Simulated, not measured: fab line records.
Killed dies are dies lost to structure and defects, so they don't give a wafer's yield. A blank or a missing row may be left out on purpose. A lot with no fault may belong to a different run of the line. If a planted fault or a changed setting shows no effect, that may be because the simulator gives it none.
One fault through the eyes of 2 desks | flow nand harc | every desk sees just its own numbers, and what lay behind them comes last

== FROM THE METROLOGY DESK ==
What the gauges read, lot by lot, whatever tool the lot ran on: means of the sampled wafers that have a number. If a lot's mean is further than 4 standard deviations from the usual mean, the lot is out of limits and carries the mark OUT (the distance appears in the brackets).
Columns: A = cd nm at NHARC_A_CHANNEL_HOLE_D1_CD_MEAS_18, usual 99.9 nm
lot  | first seen here | A
L660 | day 8 18:50     | 100.6
L661 | day 9 01:57     | 101.1
L663 | day 9 19:29     | 97.4
L664 | day 10 10:33    | 100.3
L666 | day 11 03:10    | 100.2
L668 | day 11 18:26    | 98.4
L667 | day 11 20:19    | 97.1
L671 | day 13 12:16    | 98.3
L676 | day 15 06:38    | 100.4
L677 | day 15 17:26    | 97.8
L681 | day 17 03:03    | 98.7
L683 | day 17 18:45    | 98.2
L682 | day 17 19:34    | 99.4
This desk's finding: nothing out of limits on any of the 13 lots.

== FOR THE TOOL OWNER'S DESK: pecvd-01 ==
The tool's own readings at NHARC_A_DECK1_JOINT_DEP_16 (deposits SiO2, target thk 45 nm): means of the sampled wafers that have a number, for each lot that ran on this tool. If a lot's mean is further than 4 standard deviations from the usual mean, the lot is out of limits and carries the mark OUT (the distance appears in the brackets).
Columns: A = flow sccm at NHARC_A_DECK1_JOINT_DEP_16, usual 2650 sccm; B = heater power w at NHARC_A_DECK1_JOINT_DEP_16, usual 558 W; C = rf fwd power W at NHARC_A_DECK1_JOINT_DEP_16, usual 896 W; D = throttle valve pct at NHARC_A_DECK1_JOINT_DEP_16, usual 16.3 %
lot  | first seen here | A    | B   | C             | D
L660 | day 12 22:14    | 2651 | 501 | 894           | 16.6
L667 | day 15 15:32    | 2654 | 479 | 898           | 15.6
L676 | day 19 01:02    | 2649 | 527 | 789 (-35) OUT | 16.8
L677 | day 19 12:41    | 2649 | 590 | 789 (-35) OUT | 16.0
This desk's finding: out of limits on L676, L677; first on L676, day 19 01:02 (rf fwd power W at NHARC_A_DECK1_JOINT_DEP_16). Within limits: L660, L667.

== TAKEN TOGETHER ==
The tool owner's desk could have raised an alarm at day 19 01:02, on L676, L677.
Nothing out of limits was seen by the metrology desk.
The metrology desk has L676, L677 on record, within its limits.
Of the lots named, all ran NHARC_A_DECK1_JOINT_DEP_16 on pecvd-01.

== WHAT THE SIMULATOR PUT IN ==
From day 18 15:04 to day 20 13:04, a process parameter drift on pecvd-01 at NHARC_A_DECK1_JOINT_DEP_16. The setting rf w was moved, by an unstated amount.
Shown lots that were struck: L676, L677.
Delay in hours, fault start to first out-of-limits reading, by desk: the tool owner's desk at 10.
